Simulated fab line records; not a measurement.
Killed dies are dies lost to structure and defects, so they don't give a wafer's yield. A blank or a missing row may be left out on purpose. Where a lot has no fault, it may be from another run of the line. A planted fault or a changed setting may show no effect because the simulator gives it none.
Matching of chambers :: flow n5Finfet :: 4 sister chambers for N5_SPACER0_ALD_07 on aldSin-02
The step deposits SiNx, target thk 2 nm. 4 wafers are shown with their chamber, then 10 later ones without.

## WAFERS, EACH WITH ITS CHAMBER
wafer: L092.4
chamber: 1
heaterPowerW (W): 840

wafer: L093.2
chamber: 3
heaterPowerW (W): 965

wafer: L094.1
chamber: 2
heaterPowerW (W): 916

wafer: L094.5
chamber: 0
heaterPowerW (W): 973

## WAFERS MISSING THEIR CHAMBER
wafer: L094.6
heaterPowerW (W): 826

wafer: L095.3
heaterPowerW (W): 978

wafer: L095.5
heaterPowerW (W): 971

wafer: L095.6
heaterPowerW (W): 922

wafer: L096.1
heaterPowerW (W): 844

wafer: L096.2
heaterPowerW (W): 937

wafer: L096.4
heaterPowerW (W): 943

wafer: L097.2
heaterPowerW (W): 810

wafer: L097.3
heaterPowerW (W): 932

wafer: L097.5
heaterPowerW (W): 929

## WHICH CHAMBER EACH ONE RAN IN
wafer: L094.6
from the rows above: 1
in truth: 1

wafer: L095.3
from the rows above: can't be placed: 0 or 3
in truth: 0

wafer: L095.5
from the rows above: can't be placed: 0 or 3
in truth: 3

wafer: L095.6
from the rows above: 2
in truth: 2

wafer: L096.1
from the rows above: 1
in truth: 1

wafer: L096.2
from the rows above: can't be placed: 2 or 3 or 0
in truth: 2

wafer: L096.4
from the rows above: can't be placed: 3 or 2 or 0
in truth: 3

wafer: L097.2
from the rows above: 1
in truth: 1

wafer: L097.3
from the rows above: can't be placed: 2 or 3 or 0
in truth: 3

wafer: L097.5
from the rows above: can't be placed: 2 or 3 or 0
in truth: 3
Correctly placed: 4 of 10. From these rows, 6 cannot be placed; in 6 the true chamber is one of the candidates. Placed wrongly: 0.
How it was worked out, from the rows above alone: a wafer's distance from a chamber is the root of the sum, over the readings, of the square of ((its reading less the chamber's mean) divided by the reading's scatter). The wafer belongs to the nearest chamber; if the next one is less than 2 further off, it can't be placed. Each chamber's mean is taken over the wafers shown for it. The scatter (one wafer shown for each chamber): square how far every hidden wafer sits from the nearest shown wafer, average those squares and take the square root.
